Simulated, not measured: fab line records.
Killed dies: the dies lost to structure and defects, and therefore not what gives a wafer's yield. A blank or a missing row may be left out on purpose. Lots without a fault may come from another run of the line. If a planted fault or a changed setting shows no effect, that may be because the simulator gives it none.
fab line records	flow nand-harc
[record] lots = 13	wafers = 39	last-day = 33
route steps=1302 shown A_CONTACT@1089 THIN_TSV@1246 END@1302
lots untouched by any fault: they come from a run of this same line in which no faults occurred
start-h: start of the lot's first displayed wafer, in hours after the record's first day	wait-h: hours elapsed since this lot's preceding step	" repeats the value in the row above	L1.1+2: a single row standing in for several wafers	- no value, or no start given	* or withheld: withheld	< > ~ a bound
route shown NAME@n: names a module that has steps shown in the file, with the first one's number in the route	usual: mean/standard deviation of fault-free wafers	same: alike in all rows	chamber/n: place in a boat	sites: per-site readings	_std_site: the values' standard deviation	_edge_site: the outer-site mean with the inner-site mean subtracted	radius-mm: how far each site lies from the wafer's centre	mask NAME#n: copy n	behind: the last tool/chamber to shape the wafer	hold: cause of the lot's hold/its duration in hours/its outcome	device: which transistor (n, p or np) failed to switch	end of line: at the end of the route, the tests of the same wafers	a step given without rows: its recipe and nothing more	killed: count of dies lost to structure and defects at first sort (not the wafer's yield)	map: dies across one wafer; x = killed, . = not, _ = none there
set.NAME: the run value of the setting; set.NAME@STEP: its run value at that earlier step	model.NAME: the simulator's own value behind a step, which no gauge read
one table for each step of the route and one row for each wafer, over a sample of lots
services: when a tool's chamber went out of use (start-h, in hours from the record's first day, below 0 if earlier), for how many hours, and the reason
[[steps]]
[step NHARC_A_CONTACT_ETCH_137]
[recipe] source-w = withheld	pressure-mtorr = 20	bias-v = 1200	time-s = 311	target-depth-a = 19120	ar-flow-sccm = withheld	c4f8-flow-sccm = withheld	o2-flow-sccm = withheld	chemistry = C4F8/O2/Ar
lot.wafer	tool	chamber	start-h	wait-h	rf-hours-counter-h
L293.2	har-cap-etch-01	0	493.93	0.2	2
L293.1	"	1	"	"	2
L293.3	"	0	"	"	-
L294.1	har-cap-etch-01	1	504.91	0.2	5
L294.3	"	0	"	"	-
L294.5	"	0	"	"	-
L295.3	har-cap-etch-03	1	506.45	0.3	-
L295.5	"	1	"	"	-
L295.6	"	0	"	"	-
L292.3	har-cap-etch-02	0	508.18	0.2	-
L292.4	"	1	"	"	-
L292.5	"	1	"	"	-
L296.1	har-cap-etch-03	1	537.47	0.2	54
L296.2	"	0	"	"	54
L296.5	"	0	"	"	-
L299.1	har-cap-etch-01	0	573.26	0.2	16
L299.4	"	1	"	"	-
L299.6	"	1	"	"	-
L300.2	har-cap-etch-02	0	573.70	0.2	103
L300.3	"	1	"	"	-
L300.4	"	0	"	"	-
L302.1	har-cap-etch-03	1	590.33	0.2	65
L302.2	"	0	"	"	65
L302.4	"	1	"	"	-
L305.1	har-cap-etch-03	1	607.13	0.2	68
L305.2	"	0	"	"	68
L305.5	"	1	"	"	-
L308.2	har-cap-etch-02	1	643.31	0.2	118
L308.1	"	0	"	"	118
L308.5	"	1	"	"	-
L310.1	har-cap-etch-03	1	663.44	0.2	78
L310.2	"	0	"	"	78
L310.5	"	1	"	"	-
L312.1	har-cap-etch-03	0	693.68	0.2	81
L312.2	"	1	"	"	81
L312.6	"	0	"	"	-
L314.1	har-cap-etch-02	1	723.33	0.2	131
L314.3	"	1	"	"	-
L314.4	"	0	"	"	-
[step NHARC_THIN_TSV_THK_MEAS_02]
[recipe] thk-meas-gauge = ir
[usual] thk-nm = 2960/210
lot.wafer	tool	chamber	start-h	wait-h	thk-nm
L293.1	film-metro-02	-	524.59	-	3162
L293.2	"	-	"	"	2707
L293.3	"	-	"	"	2843
L294.1	film-metro-01	-	536.33	-	2916
L294.3	"	-	"	"	2920
L294.5	"	-	"	"	2773
L295.3	film-metro-01	-	537.53	0.2	3219
L295.5	"	-	"	"	3072
L295.6	"	-	"	"	2824
L292.3	film-metro-02	-	538.73	-	3024
L292.4	"	-	"	"	3380
L292.5	"	-	"	"	3307
L296.1	film-metro-02	-	569.62	-	3162
L296.2	"	-	"	"	3058
L296.5	"	-	"	"	2874
L299.1	film-metro-01	-	604.34	0.2	2952
L299.4	"	-	"	"	2891
L299.6	"	-	"	"	3236
L300.2	film-metro-02	-	605.52	-	3066
L300.3	"	-	"	"	3038
L300.4	"	-	"	"	2820
L302.1	film-metro-02	-	727.99	-	2873
L302.2	"	-	"	"	3051
L302.4	"	-	"	"	2613
L305.1	film-metro-02	-	731.59	0.2	3011
L305.2	"	-	"	"	2867
L305.5	"	-	"	"	3326
L308.1	film-metro-02	-	735.20	0.2	2916
L308.2	"	-	"	"	2915
L308.5	"	-	"	"	3010
L310.1	film-metro-02	-	737.65	-	3221
L310.2	"	-	"	"	2946
L310.5	"	-	"	"	3338
L312.1	film-metro-02	-	741.27	0.2	2637
L312.2	"	-	"	"	2994
L312.6	"	-	"	"	3505
L314.1	film-metro-02	-	754.90	-	2957
L314.3	"	-	"	"	2933
L314.4	"	-	"	"	2892
[step NHARC_THIN_TSV_ETCH_15]
[recipe] target-depth-a = 30000	bosch-target-overetch-cycles = 2	bosch-etch-step-s = 2.8	bosch-dep-step-s = 1.2	bosch-cycles = 14
[usual] drypump-motor-current-A = 5.7/0.61
lot.wafer	tool	chamber	start-h	wait-h	drypump-motor-current-A	rf-hours-counter-h
L293.1	rie-si-06	0	526.61	-	6.5	0.73
L293.2	"	2	"	"	6.0	0.54
L293.3	"	3	"	"	5.7	0.63
L294.3	rie-si-02	2	538.08	-	6.5	0.63
L294.1	"	1	"	"	6.0	0.67
L294.5	"	2	"	"	6.5	-
L295.3	rie-si-06	0	539.32	-	6.5	0.82
L295.6	"	1	"	"	4.6	-
L295.5	"	2	"	"	6.0	-
L292.3	rie-si-02	0	540.60	-	5.6	0.51
L292.4	"	3	"	"	5.0	0.49
L292.5	"	0	"	"	5.6	-
L296.2	rie-si-05	1	571.50	-	6.6	0.57
L296.1	"	3	"	"	6.1	0.86
L296.5	"	3	"	"	6.1	-
L299.1	rie-si-06	1	606.08	-	4.6	0.11
L299.4	"	0	"	"	6.5	0.10
L299.6	"	1	"	"	4.6	-
L300.2	rie-si-06	1	607.38	-	4.7	0.16
L300.4	"	2	"	"	6.0	0.11
L300.3	"	0	"	"	6.5	0.12
L302.4	rie-si-05	3	729.87	-	6.1	0.45
L302.2	"	0	"	"	5.5	0.47
L302.1	"	2	"	"	6.4	0.52
L305.2	rie-si-06	1	733.33	-	4.7	1.03
L305.1	"	2	"	"	6.0	0.88
L305.5	"	2	"	"	6.0	-
L308.1	rie-si-02	2	736.95	-	6.5	0.49
L308.2	"	3	"	"	5.0	0.57
L308.5	"	2	"	"	6.5	-
L310.1	rie-si-02	3	739.42	-	5.0	0.61
L310.2	"	0	"	"	5.6	0.70
L310.5	"	3	"	"	5.0	-
L312.1	rie-si-06	3	743.14	-	5.6	1.07
L312.2	"	2	"	"	6.0	1.04
L312.6	"	1	"	"	4.7	-
L314.3	rie-si-02	2	756.77	-	6.5	0.68
L314.4	"	0	"	"	5.6	0.84
L314.1	"	1	"	"	6.0	0.76
[step NHARC_THIN_TSV_ETCH_59]
[recipe] target-depth-a = 8800	icp-w = 900	bias-w = 100	Cl2_flow_sccm = 60	bcl3-flow-sccm = 30	time-s = 138.1	chemistry = Cl2/BCl3
[usual] drypump-motor-current-A = 5.74/0.26	oes-product-au = 0.998/0.0055	rf-fwd-power-W = 895.6/2.8	throttle-valve-pct = 22.265/0.0084
lot.wafer	tool	chamber	start-h	wait-h	drypump-motor-current-A	oes-product-au	rf-fwd-power-W	rf-hours-counter-h	throttle-valve-pct
L293.2	rie-metal-01	1	531.98	0.1	5.71	1.000	898.7	2.1	22.267
L293.1	"	0	"	"	5.15	0.999	897.6	2.5	22.271
L293.3	"	0	"	"	5.17	0.992	898.0	-	22.274
L294.1	rie-metal-02	0	543.43	0.1	5.59	1.001	892.4	2.2	22.268
L294.3	"	0	"	"	5.56	1.000	891.9	-	22.266
L294.5	"	0	"	"	5.60	1.004	890.8	-	22.275
L295.3	rie-metal-03	1	544.75	0.1	5.84	1.004	900.8	-	22.257
L295.5	"	1	"	"	5.84	1.001	901.3	-	22.278
L295.6	"	0	"	"	6.09	1.005	898.0	-	22.264
L292.4	rie-metal-02	1	546.07	0.2	5.63	0.997	893.7	-	22.263
L292.3	"	0	"	"	5.60	0.996	894.0	-	22.253
L292.5	"	0	"	"	5.63	0.999	891.6	-	22.278
L296.2	rie-metal-03	0	576.89	0.1	6.12	1.001	892.1	1.0	22.256
L296.1	"	1	"	"	5.82	0.988	898.0	1.0	22.254
L296.5	"	0	"	"	6.11	1.004	892.0	-	22.267
L299.1	rie-metal-01	1	611.76	0.1	5.72	0.999	895.9	0.5	22.264
L299.4	"	0	"	"	5.17	0.993	896.5	-	22.275
L299.6	"	0	"	"	5.16	0.994	896.2	-	22.271
L300.2	rie-metal-01	0	613.29	0.1	5.18	1.005	896.1	0.9	22.278
L300.3	"	0	"	"	5.18	1.001	893.3	-	22.263
L300.4	"	1	"	"	5.72	1.005	898.6	-	22.271
L302.1	rie-metal-02	0	735.25	0.1	5.61	0.996	894.2	0.9	22.267
L302.2	"	1	"	"	5.63	1.003	900.0	0.9	22.269
L302.4	"	0	"	"	5.60	0.999	892.6	-	22.257
L305.2	rie-metal-02	0	738.61	0.1	5.63	1.007	892.2	1.1	22.264
L305.1	"	1	"	"	5.65	0.999	896.1	1.1	22.264
L305.5	"	0	"	"	5.60	0.996	892.6	-	22.276
L308.1	rie-metal-03	1	742.36	0.1	5.84	1.002	898.2	1.3	22.272
L308.2	"	0	"	"	6.12	0.996	894.3	1.3	22.253
L308.5	"	1	"	"	5.86	0.988	900.9	-	22.267
L310.2	rie-metal-02	0	744.78	0.1	5.60	0.999	891.8	1.5	22.268
L310.1	"	1	"	"	5.65	1.007	899.1	1.5	22.268
L310.5	"	1	"	"	5.65	0.992	898.7	-	22.261
L312.2	rie-metal-03	0	748.61	0.1	6.13	0.992	894.6	1.7	22.274
L312.1	"	1	"	"	5.84	0.993	893.6	1.7	22.257
L312.6	"	1	"	"	5.87	0.997	896.4	-	22.267
L314.1	rie-metal-03	1	762.17	0.1	5.85	0.987	897.2	2.1	22.254
L314.4	"	0	"	"	6.12	1.001	894.2	-	22.263
L314.3	"	1	"	"	5.86	0.993	895.8	-	22.263
[step NHARC_END_SORT_01]
[recipe] temp-c = 25
[usual] killed-at-array = 47/14	killed-at-other = 0.5/0.72	killed-at-periphery = 4/3.1	killed-dies = 52/15	killed-open = 3.2/1.9	killed-short = 2.4/1.7
[same] gross-dies = 677
lot.wafer	tool	chamber	start-h	wait-h	killed-at-array	killed-at-other	killed-at-periphery	killed-dies	killed-open	killed-short
L293.1	prober-01	0	539.27	2.5	69	1	4	74	4	2
L293.2	prober-01	0	540.07	2.8	73	0	7	80	1	5
L293.3	prober-01	0	540.86	3.1	57	1	4	62	1	2
L292.3	prober-02	0	553.75	3.1	64	0	2	66	2	1
L292.4	prober-02	0	554.55	3.4	59	1	3	63	4	5
L292.5	prober-02	0	555.34	3.7	75	1	1	77	4	4
L295.3	prober-01	0	556.38	3.1	50	1	1	52	5	6
L295.5	prober-01	0	557.99	3.7	62	1	3	66	5	2
L295.6	prober-01	0	558.79	4.0	57	1	3	61	2	1
L294.1	prober-02	0	559.94	2.5	14	0	3	17	2	1
L294.3	prober-02	0	561.52	3.1	21	0	4	25	3	1
L294.5	prober-02	0	563.10	3.7	26	0	3	29	4	4
L296.1	prober-01	0	584.44	2.5	58	0	3	61	5	1
L296.2	prober-01	0	585.23	2.8	54	0	1	55	3	1
L296.5	prober-01	0	587.62	3.7	64	0	2	66	5	2
L299.1	prober-01	0	620.58	2.5	69	1	1	71	2	2
L299.4	prober-01	0	622.96	3.4	45	0	3	48	5	2
L299.6	prober-01	0	624.55	4.0	49	0	7	56	4	2
L300.2	prober-02	0	621.42	2.8	44	1	9	54	5	1
L300.3	prober-02	0	622.22	3.1	33	2	7	42	1	6
L300.4	prober-02	0	623.02	3.4	53	2	2	57	2	2
L302.1	prober-02	0	745.49	2.5	98	0	0	98	3	4
L302.2	prober-02	0	746.30	2.8	90	0	5	95	5	4
L302.4	prober-02	0	747.92	3.4	115	0	3	118	4	1
L305.1	prober-02	0	761.09	2.5	94	0	4	98	5	2
L305.2	prober-02	0	761.89	2.8	80	0	3	83	1	0
L305.5	prober-02	0	764.27	3.7	89	0	2	91	2	2
L308.1	prober-02	0	768.87	2.5	61	0	3	64	3	3
L308.2	prober-02	0	769.66	2.8	41	0	4	45	1	2
L308.5	prober-02	0	772.03	3.7	57	0	1	58	1	1
L310.1	prober-02	0	776.60	2.5	50	0	2	52	6	2
L310.2	prober-02	0	777.40	2.8	55	0	5	60	1	3
L310.5	prober-02	0	779.81	3.7	63	0	4	67	9	3
L312.1	prober-01	0	789.90	2.5	53	0	3	56	5	0
L312.2	prober-01	0	790.69	2.8	44	0	1	45	1	2
L312.6	prober-01	0	793.88	4.0	47	0	2	49	5	2
L314.1	prober-02	0	800.02	2.5	46	0	3	49	2	3
L314.3	prober-02	0	801.61	3.1	29	1	2	32	4	2
L314.4	prober-02	0	802.40	3.4	40	0	2	42	2	3
// killed by level:class
L293.1 A_CHANNEL_HOLE_D2:chamber-film-flake=31 A_CHANNEL_HOLE_D1:chamber-film-flake=28 A_M1:geometric-particle:open=2 A_STAIRCASE:chamber-film-flake=2 A_CONTACT:chamber-film-flake=2 P_GATE:geometric-particle:short=1 A_DECK1_JOINT:geometric-particle:short=1 A_WL_FILL:geometric-particle:open=1
L293.2 A_CHANNEL_HOLE_D1:chamber-film-flake=37 A_CHANNEL_HOLE_D2:chamber-film-flake=26 P_GATE:chamber-film-flake=4 A_WL_FILL:geometric-particle:short=2 A_WL_FILL:chamber-film-flake=2 P_STI:geometric-particle:short=1 A_CHANNEL_FILL_D1:geometric-particle:short=1 A_DECK1_JOINT:geometric-particle:short=1
L293.3 A_CHANNEL_HOLE_D1:chamber-film-flake=28 A_CHANNEL_HOLE_D2:chamber-film-flake=21 A_CHANNEL_FILL_D2:geometric-particle:short=2 P_M0:chamber-film-flake=2 A_CONTACT:chamber-film-flake=2 A_WL_FILL:geometric-particle:open=1 P_ZERO_WELL:chamber-film-flake=1 P_GATE:chamber-film-flake=1
L292.3 A_CHANNEL_HOLE_D2:chamber-film-flake=36 A_SLIT:chamber-film-flake=12 A_STAIRCASE:chamber-film-flake=9 A_CONTACT:chamber-film-flake=3 A_ONON_D1:geometric-particle:open=2 A_CHANNEL_FILL_D1:geometric-particle:short=1 P_GATE:chamber-film-flake=1 P_M0:chamber-film-flake=1
L292.4 A_SLIT:chamber-film-flake=23 A_CHANNEL_HOLE_D2:chamber-film-flake=22 A_CONTACT:chamber-film-flake=5 A_M0:geometric-particle:short=2 A_STAIRCASE:chamber-film-flake=2 P_M0:geometric-particle:open=1 A_CHANNEL_FILL_D1:geometric-particle:open=1 A_ONON_D2:geometric-particle:short=1
L292.5 A_CHANNEL_HOLE_D2:chamber-film-flake=31 A_SLIT:chamber-film-flake=20 A_CONTACT:chamber-film-flake=9 A_STAIRCASE:chamber-film-flake=5 A_ONON_D1:geometric-particle:short=2 A_SOURCE_PLATE:geometric-particle:short=1 A_SOURCE_PLATE:geometric-particle:open=1 A_ONON_D2:geometric-particle:short=1
L295.3 A_CHANNEL_HOLE_D2:chamber-film-flake=28 A_SLIT:chamber-film-flake=7 A_CHANNEL_FILL_D1:geometric-particle:open=3 A_CHANNEL_HOLE_D1:chamber-film-flake=3 A_STAIRCASE:chamber-film-flake=3 A_CHANNEL_FILL_D2:geometric-particle:short=2 P_M0:geometric-particle:short=1 A_ONON_D1:geometric-particle:open=1
L295.5 A_CHANNEL_HOLE_D2:chamber-film-flake=37 A_SLIT:chamber-film-flake=11 A_CHANNEL_HOLE_D1:chamber-film-flake=4 A_STAIRCASE:chamber-film-flake=4 A_M0:geometric-particle:open=2 P_CONTACT:geometric-particle:open=1 P_M0:geometric-particle:short=1 P_M0:geometric-particle:open=1
L295.6 A_CHANNEL_HOLE_D2:chamber-film-flake=30 A_SLIT:chamber-film-flake=22 P_GATE:chamber-film-flake=2 A_STAIRCASE:chamber-film-flake=2 P_GATE:geometric-particle:open=1 A_CHANNEL_FILL_D2:geometric-particle:short=1 A_WL_FILL:geometric-particle:open=1 A_BLC:chamber-film-flake=1
L294.1 A_CHANNEL_HOLE_D2:chamber-film-flake=3 A_STAIRCASE:chamber-film-flake=3 A_CONTACT:chamber-film-flake=3 P_GATE:chamber-film-flake=2 A_ONON_D1:geometric-particle:open=1 A_ONON_D2:geometric-particle:short=1 A_WL_FILL:geometric-particle:open=1 P_ZERO_WELL:chamber-film-flake=1
L294.3 A_CHANNEL_HOLE_D2:chamber-film-flake=6 A_CHANNEL_FILL_D2:chamber-film-flake=3 P_M2:chamber-film-flake=2 A_DECK1_JOINT:chamber-film-flake=2 A_STAIRCASE:chamber-film-flake=2 A_BLC:chamber-film-flake=2 P_GATE:geometric-particle:open=1 A_CHANNEL_FILL_D1:geometric-particle:short=1
L294.5 A_CHANNEL_HOLE_D2:chamber-film-flake=13 A_CHANNEL_HOLE_D1:geometric-particle:open=2 A_CHANNEL_FILL_D2:geometric-particle:short=2 P_GATE:chamber-film-flake=2 A_STAIRCASE:chamber-film-flake=2 A_CONTACT:chamber-film-flake=2 A_CHANNEL_FILL_D1:geometric-particle:open=1 A_WL_FILL:geometric-particle:short=1
L296.1 A_CHANNEL_HOLE_D2:chamber-film-flake=33 A_SLIT:chamber-film-flake=14 A_DECK1_JOINT:geometric-particle:open=2 A_M1:chamber-film-flake=2 P_GATE:geometric-particle:open=1 P_M1:geometric-particle:open=1 A_ONON_D1:geometric-particle:short=1 A_CHANNEL_FILL_D1:geometric-particle:open=1
L296.2 A_SLIT:chamber-film-flake=23 A_CHANNEL_HOLE_D2:chamber-film-flake=23 P_M0:geometric-particle:open=1 A_DECK1_JOINT:geometric-particle:open=1 A_BLC:geometric-particle:short=1 A_M0:geometric-particle:open=1 A_CHANNEL_HOLE_D1:chamber-film-flake=1 A_STAIRCASE:chamber-film-flake=1
L296.5 A_CHANNEL_HOLE_D2:chamber-film-flake=29 A_SLIT:chamber-film-flake=23 A_CHANNEL_FILL_D2:geometric-particle:open=2 A_CHANNEL_HOLE_D1:chamber-film-flake=2 P_M0:geometric-particle:open=1 A_ONON_D1:geometric-particle:short=1 A_CHANNEL_HOLE_D1:geometric-particle:short=1 A_SLIT:geometric-particle:open=1
L299.1 A_CHANNEL_HOLE_D1:chamber-film-flake=28 A_SLIT:chamber-film-flake=25 A_CHANNEL_HOLE_D2:chamber-film-flake=5 A_CONTACT:chamber-film-flake=4 A_STAIRCASE:chamber-film-flake=2 A_M1:chamber-film-flake=2 P_M0:geometric-particle:open=1 A_ONON_D2:geometric-particle:short=1
L300.2 A_CHANNEL_HOLE_D2:chamber-film-flake=23 A_CONTACT:chamber-film-flake=5 P_ZERO_WELL:chamber-film-flake=3 P_M2:chamber-film-flake=3 A_CHANNEL_HOLE_D1:chamber-film-flake=3 P_M0:geometric-particle:open=2 A_ZERO_WELL:chamber-film-flake=2 A_CHANNEL_FILL_D2:chamber-film-flake=2
L300.3 A_CHANNEL_HOLE_D2:chamber-film-flake=23 A_CHANNEL_FILL_D2:chamber-film-flake=3 P_CONTACT:geometric-particle:short=2 A_ONON_D2:geometric-particle:short=2 A_CHANNEL_HOLE_D1:chamber-film-flake=2 THIN_TSV:chamber-film-flake=2 P_GATE:geometric-particle:short=1 P_CONTACT:geometric-particle:open=1
L299.4 A_CHANNEL_HOLE_D1:chamber-film-flake=20 A_SLIT:chamber-film-flake=14 A_CONTACT:chamber-film-flake=2 A_M1:chamber-film-flake=2 P_M1:geometric-particle:open=1 A_ONON_D1:geometric-particle:short=1 A_CHANNEL_HOLE_D1:geometric-particle:short=1 A_ONON_D2:geometric-particle:open=1
L300.4 A_CHANNEL_HOLE_D2:chamber-film-flake=38 A_CHANNEL_FILL_D2:chamber-film-flake=4 A_CHANNEL_HOLE_D1:chamber-film-flake=2 A_SLIT:chamber-film-flake=2 A_CONTACT:chamber-film-flake=2 A_CHANNEL_HOLE_D1:geometric-particle:open=1 A_CHANNEL_FILL_D1:geometric-particle:open=1 A_SGD_CUT:geometric-particle:short=1
L299.6 A_CHANNEL_HOLE_D1:chamber-film-flake=27 A_CHANNEL_HOLE_D2:chamber-film-flake=8 A_SLIT:chamber-film-flake=7 P_ZERO_WELL:chamber-film-flake=3 A_CONTACT:chamber-film-flake=2 P_GATE:geometric-particle:open=1 P_CONTACT:geometric-particle:short=1 P_M1:geometric-particle:open=1
L302.1 A_CONTACT:unspecified=56 A_SLIT:chamber-film-flake=12 A_CONTACT:chamber-film-flake=10 A_CHANNEL_HOLE_D2:unspecified=4 A_CHANNEL_HOLE_D1:chamber-film-flake=3 A_ONON_D2:geometric-particle:short=2 A_WL_FILL:chamber-film-flake=2 A_ONON_D2:geometric-particle:open=1
L302.2 A_CONTACT:unspecified=43 A_SLIT:chamber-film-flake=25 A_CONTACT:chamber-film-flake=4 A_ONON_D1:geometric-particle:short=2 P_CONTACT:chamber-film-flake=2 A_CHANNEL_HOLE_D1:chamber-film-flake=2 A_CHANNEL_FILL_D1:chamber-film-flake=2 A_WL_FILL:chamber-film-flake=2
L302.4 A_CONTACT:unspecified=63 A_SLIT:chamber-film-flake=29 A_CHANNEL_HOLE_D1:chamber-film-flake=4 A_CHANNEL_HOLE_D2:unspecified=4 A_CONTACT:chamber-film-flake=4 P_CONTACT:chamber-film-flake=2 A_CHANNEL_HOLE_D2:chamber-film-flake=2 A_STAIRCASE:chamber-film-flake=2
L305.1 A_CONTACT:unspecified=63 A_SLIT:chamber-film-flake=16 A_CHANNEL_HOLE_D1:chamber-film-flake=3 A_CHANNEL_FILL_D1:chamber-film-flake=3 A_M1:chamber-film-flake=3 A_ONON_D2:geometric-particle:open=2 P_CONTACT:geometric-particle:open=1 P_M0:geometric-particle:open=1
L305.2 A_CONTACT:unspecified=45 A_SLIT:chamber-film-flake=21 A_CHANNEL_HOLE_D1:chamber-film-flake=5 A_CONTACT:chamber-film-flake=4 P_BONDPAD:chamber-film-flake=2 A_CHANNEL_FILL_D1:geometric-particle:open=1 P_ZERO_WELL:chamber-film-flake=1 A_CHANNEL_FILL_D1:chamber-film-flake=1
L305.5 A_CONTACT:unspecified=63 A_SLIT:chamber-film-flake=8 A_CHANNEL_HOLE_D1:chamber-film-flake=5 A_WL_FILL:chamber-film-flake=4 A_CHANNEL_FILL_D1:chamber-film-flake=2 A_STAIRCASE:chamber-film-flake=2 P_CONTACT:geometric-particle:short=1 A_DECK1_JOINT:geometric-particle:short=1
L308.1 A_SLIT:chamber-film-flake=25 A_CONTACT:chamber-film-flake=15 A_CHANNEL_HOLE_D2:chamber-film-flake=11 A_CHANNEL_HOLE_D1:chamber-film-flake=2 A_M0:chamber-film-flake=2 P_GATE:geometric-particle:open=1 P_CONTACT:geometric-particle:open=1 A_ONON_D2:geometric-particle:open=1
L308.2 A_SLIT:chamber-film-flake=12 A_CHANNEL_HOLE_D1:chamber-film-flake=10 A_CONTACT:chamber-film-flake=10 A_CHANNEL_HOLE_D2:chamber-film-flake=6 P_GATE:chamber-film-flake=3 P_CONTACT:geometric-particle:open=1 A_ONON_D1:geometric-particle:short=1 A_CHANNEL_HOLE_D1:geometric-particle:short=1
L308.5 A_SLIT:chamber-film-flake=26 A_CHANNEL_HOLE_D2:chamber-film-flake=10 A_CONTACT:chamber-film-flake=8 A_CHANNEL_HOLE_D1:chamber-film-flake=6 A_M0:chamber-film-flake=3 A_DECK1_JOINT:geometric-particle:open=1 A_WL_FILL:geometric-particle:short=1 P_GATE:chamber-film-flake=1
L310.1 A_CHANNEL_HOLE_D1:chamber-film-flake=25 A_STAIRCASE:chamber-film-flake=6 A_SLIT:chamber-film-flake=6 A_CONTACT:chamber-film-flake=2 A_CHANNEL_FILL_D1:geometric-particle:open=2 A_SGD_CUT:geometric-particle:open=2 P_CONTACT:geometric-particle:open=1 A_CHANNEL_HOLE_D1:geometric-particle:short=1
L310.2 A_CHANNEL_HOLE_D1:chamber-film-flake=33 A_STAIRCASE:chamber-film-flake=7 A_DECK1_JOINT:chamber-film-flake=4 P_GATE:chamber-film-flake=3 A_SLIT:chamber-film-flake=3 A_CHANNEL_FILL_D1:geometric-particle:short=2 A_CHANNEL_FILL_D1:chamber-film-flake=2 A_WL_FILL:chamber-film-flake=2
L310.5 A_CHANNEL_HOLE_D1:chamber-film-flake=35 A_STAIRCASE:chamber-film-flake=9 A_WL_FILL:chamber-film-flake=4 A_SLIT:chamber-film-flake=3 P_M0:geometric-particle:open=2 A_ONON_D1:geometric-particle:open=2 A_CHANNEL_FILL_D2:geometric-particle:short=2 P_GATE:geometric-particle:short=1
L312.1 A_CHANNEL_HOLE_D2:chamber-film-flake=27 A_SLIT:chamber-film-flake=9 A_CONTACT:chamber-film-flake=6 A_CHANNEL_HOLE_D1:chamber-film-flake=5 P_CONTACT:geometric-particle:open=2 A_ONON_D2:geometric-particle:open=1 A_CHANNEL_FILL_D2:geometric-particle:open=1 A_BLC:geometric-particle:open=1
L312.2 A_CHANNEL_HOLE_D1:chamber-film-flake=20 A_CHANNEL_HOLE_D2:chamber-film-flake=7 A_SLIT:chamber-film-flake=7 A_STAIRCASE:chamber-film-flake=3 A_CONTACT:chamber-film-flake=3 A_CHANNEL_FILL_D2:chamber-film-flake=2 P_M0:geometric-particle:open=1 A_SOURCE_PLATE:geometric-particle:short=1
L312.6 A_CHANNEL_HOLE_D2:chamber-film-flake=18 A_CHANNEL_HOLE_D1:chamber-film-flake=13 A_SLIT:chamber-film-flake=5 A_CONTACT:chamber-film-flake=3 P_GATE:geometric-particle:open=1 A_SOURCE_PLATE:geometric-particle:open=1 A_ONON_D1:geometric-particle:short=1 A_ONON_D1:geometric-particle:open=1
L314.1 A_CHANNEL_HOLE_D1:chamber-film-flake=16 A_SLIT:chamber-film-flake=10 A_STAIRCASE:chamber-film-flake=9 A_CONTACT:chamber-film-flake=3 A_SGD_CUT:geometric-particle:short=2 A_CHANNEL_FILL_D2:chamber-film-flake=2 P_GATE:geometric-particle:open=1 A_CHANNEL_FILL_D2:geometric-particle:short=1
L314.3 A_CHANNEL_HOLE_D1:chamber-film-flake=9 A_STAIRCASE:chamber-film-flake=7 A_CONTACT:chamber-film-flake=5 A_SLIT:chamber-film-flake=3 P_CONTACT:geometric-particle:short=1 A_CHANNEL_FILL_D1:geometric-particle:open=1 A_DECK1_JOINT:geometric-particle:short=1 A_CHANNEL_HOLE_D2:geometric-particle:open=1
L314.4 A_CHANNEL_HOLE_D1:chamber-film-flake=15 A_SLIT:chamber-film-flake=11 A_CHANNEL_FILL_D2:geometric-particle:short=2 A_STAIRCASE:chamber-film-flake=2 A_CONTACT:chamber-film-flake=2 P_M1:geometric-particle:open=1 A_ONON_D1:geometric-particle:short=1 A_DECK1_JOINT:geometric-particle:open=1
[[services]]
tool	chamber	start-h	hours	kind
har-cap-etch-01	-	473.00	17.0	pm
rie-si-06	0	474.84	3.4	repair
rie-metal-03	-	495.07	9.0	pm
rie-si-02	2	550.26	10.7	repair
rie-metal-01	-	551.00	9.0	pm
rie-si-02	1	553.70	25.8	repair
rie-si-05	2	559.00	43.9	repair
rie-si-05	1	563.53	3.0	repair
rie-si-06	-	579.00	9.0	pm
rie-si-02	-	597.59	0.8	repair
rie-metal-02	-	607.00	9.0	pm
rie-si-02	-	607.00	9.0	pm
rie-si-05	3	607.95	2.9	repair
rie-metal-01	1	627.58	4.1	repair
rie-si-05	-	628.56	0.2	repair
rie-si-05	-	635.00	9.0	pm
rie-metal-01	-	655.85	1.2	repair
rie-metal-02	-	668.49	0.2	repair
rie-metal-03	-	672.07	9.0	pm
har-cap-etch-03	-	714.41	0.4	repair
rie-metal-01	0	723.35	20.1	repair
rie-metal-01	-	728.00	9.0	pm
har-cap-etch-02	-	730.68	17.0	pm
rie-si-06	-	756.00	9.0	pm
[[key]]
[first-sign] step = NHARC_END_SORT_01	reading = killed-at-array	direction = up	sigmas = 3.3	usual = 47	struck = 94
[effect] step = NHARC_END_SORT_01	reading = killed-dies	direction = up	sigmas = 3	usual = 52	struck = 97
[more-kills-born-at] NHARC_A_CONTACT_ETCH_137@har-cap-etch-03 = 327
met-at NHARC_A_CONTACT_ETCH_137
struck-lots L302,L305
tester-left-out L302,L305
not-acting-at NHARC_THIN_TSV_THK_MEAS_02,NHARC_THIN_TSV_ETCH_15,NHARC_THIN_TSV_ETCH_59
onset-between 537.47 590.33
[fault] kind = chamber-particle-source	tool = har-cap-etch-03	chamber = -	onset-h = 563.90	steps = NHARC_A_CONTACT_ETCH_137	rate-per-visit-cm2 = 0.87584	end-h = 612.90
// tester-left-out: of these lots the tester's yield and bins aren't shown, on N5 and GAA mostly nor the transistor test; their killed dies are dies lost to structure and defects alone, not to doping, threshold or leakage, so they don't give the yield
